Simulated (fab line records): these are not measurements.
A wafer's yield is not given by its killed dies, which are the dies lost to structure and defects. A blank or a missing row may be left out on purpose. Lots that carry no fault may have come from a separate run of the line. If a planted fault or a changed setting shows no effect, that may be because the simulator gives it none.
Struck lot and sound lot, side by side :: flow n5-finfet :: 38 out of 1938 route steps
Sound: wafers L353.2, L353.4, L353.5. Struck: wafers L366.2, L366.3, L366.4. Last of all comes the cause.
Per side, at each step with rows, come the tool, then ch with its chambers, and then its first start. Under that, the readings that differ: sound wafers :: struck wafers :: difference of the means :: sigmas: that difference in standard deviations of wafers without a fault.
alike: same words and numbers on both sides, and readings whose means sit less than 2 such deviations apart. not compared: any withheld reading, any reading some wafer has no value for, any bound like >300 that may hide the same value, and any number with overlapping values for which the record gives no deviation.
Wherever a step has rows on one side only, a row that says differs or no value, or a row with sigmas, the two part there. Numbers that have no deviation but don't overlap get no sigmas and don't part them. A reading that every wafer of one side lacks parts them only if that side has two wafers or more.

first, 9 steps without rows for these wafers: N5_HKMG_FIN_SOFTBAKE_07 (time 60 s); N5_HKMG_FIN_EXPOSE_09 (exposes mask NWFM); N5_HKMG_FIN_PEB_10 (peb time 60 s); N5_HKMG_FIN_DEVELOP_11 (develop time 30 s); N5_HKMG_FIN_DESCUM_17 (chemistry O2, time 7.9 s); N5_HKMG_FIN_ETCH_31 (etches SiARC in CF4, target depth 45.5 nm, time 75.8 s); N5_HKMG_FIN_ETCH_32 (etches SOC in N2/H2, target depth 240 nm, time 300 s); N5_HKMG_FIN_STRIP_33 (strips in N2/H2); N5_HKMG_FIN_STRIP_34 (strips in CF4).
N5_HKMG_FIN_ETCH_35: etches SOC in N2/H2, target depth 215.8 nm, time 243.4 s.
  sound on rie-diel-05 ch 0,2,3, day 4 04:50; struck on rie-diel-06 ch 0,2,3, day 7 11:45
  alike: drypump-motor-current-A, oes-product-au, rf-vpp-V, showerhead-plenum-p-Torr, throttle-valve-pct
  not compared: rf-hours-counter-h
then, 27 steps without rows for these wafers: N5_HKMG_FIN_STRIP_92 (strips SOC in N2/H2, time 20 s); N5_HKMG_FIN_WET_ETCH_18 (etches TiN in SC1, time 55 s, target depth 5.2 nm, rinse time 30 s); N5_HKMG_FIN_STRIP_19 (strips in N2/H2, time 360 s); N5_HKMG_FIN_ALD_91 (deposits TiN, target thk 1 nm, pulse time 1 s, purge time 3 s); N5_HKMG_FIN_COAT_85 (time 60 s, resist thk 300 nm); N5_HKMG_FIN_ETCH_86 (etches SOC in N2/H2, stops on TiN, target depth 393.2 nm); N5_HKMG_FIN_STRIP_89 (strips SOC in N2/H2, time 20 s); N5_HKMG_FIN_WET_ETCH_87 (etches TiN in SC1, time 154.2 s, target depth 4.7 nm, rinse time 30 s); N5_HKMG_FIN_STRIP_88 (strips in N2/H2, time 360 s); N5_HKMG_FIN_NWFM_ALD_20 (deposits TiAlC, target thk 2 nm, pulse time 3 s, purge time 2 s); N5_HKMG_FIN_ALD_71 (deposits TiN, target thk 1 nm, pulse time 1 s, purge time 3 s); N5_HKMG_FIN_COAT_66 (time 60 s, resist thk 300 nm); N5_HKMG_FIN_ETCH_67 (etches SOC in N2/H2, stops on TiN, target depth 388.9 nm); N5_HKMG_FIN_STRIP_90 (strips SOC in N2/H2, time 20 s); N5_HKMG_FIN_WET_ETCH_73 (etches the open film in SC1, time 42.3 s, target depth 1.3 nm, rinse time 30 s); N5_HKMG_FIN_ETCHBACK_68 (etches the open film in Cl2/Ar, stops on HfO2, target depth 0.5 nm); N5_HKMG_FIN_STRIP_69 (strips in N2/H2, time 360 s); N5_HKMG_FIN_ALD_21 (deposits TiN, target thk 1.5 nm, pulse time 1 s, purge time 3 s); N5_HKMG_FIN_ALD_72 (deposits W, target thk 2 nm, pulse time 1 s, purge time 2 s); N5_HKMG_FIN_W_FILL_22 (material W, target thk 60 nm, time 18.2 s); N5_HKMG_FIN_PRECLEAN_83 (cleans in DIW, time 57.5 s); N5_HKMG_FIN_SRD_84 (dry time 32 s); N5_HKMG_FIN_CMP_23 (polishes, stops on SiNx, t overpolish 10 s, target thk 46.326 nm); N5_HKMG_FIN_CMP_94 (polishes, stops on SiNx, t overpolish 4.7 s, target thk 43.299 nm); N5_GATE_CUT_ETCHBACK_00 (etches W in SF6/Cl2); N5_GATE_CUT_ETCH_56 (etches TiN in Cl2/Ar, target depth 21.6 nm); N5_GATE_CUT_ETCHBACK_30 (etches TiN in Cl2/Ar, target depth 3 nm).
-- the record jumps here: 8 days lie between the struck wafers' starts before and after (it left off in module GATE_CUT and takes up again in module PASSIVATION, whose first step shown is number 1936 of the route) --
N5_PASSIVATION_PROBE_49:
  struck on prober-02, day 15 12:15; sound on prober-01, day 11 13:35
reading: defect-limited-yield (%)
sound: 89.4 91.7 92.9
struck: 83.9 82.5 80.0
difference: -9.2
sigmas: -6

reading: killed-at-front-end
sound: 62 42 28
struck: 150 148 182
difference: +116
sigmas: +11

reading: killed-dies
sound: 125 98 84
struck: 190 206 236
difference: +108
sigmas: +6

reading: killed-on-rim
sound: 7 10 8
struck: 29 29 13
difference: +15
sigmas: +4

reading: sort_bin_5_function (%)
sound: 6.5 4.8 4.7
struck: 9.3 9.7 12.5
difference: +5.2
sigmas: +5

reading: sort-n-pass
sound: 1055 1082 1096
struck: 990 974 944
difference: -108
sigmas: -6

reading: sort-yield-pct (%)
sound: 89.4 91.7 92.9
struck: 83.9 82.5 80.0
difference: -9.2
sigmas: -6
  alike: killed_at_M0_to_M3, killed_at_M4_up, killed-at-contacts, killed-at-other, killed-open, killed-short, sort_bin_6_memory

== WHERE THEY PART ==
Within this record, at N5_PASSIVATION_PROBE_49 only.

WHY: the cause the simulator had injected
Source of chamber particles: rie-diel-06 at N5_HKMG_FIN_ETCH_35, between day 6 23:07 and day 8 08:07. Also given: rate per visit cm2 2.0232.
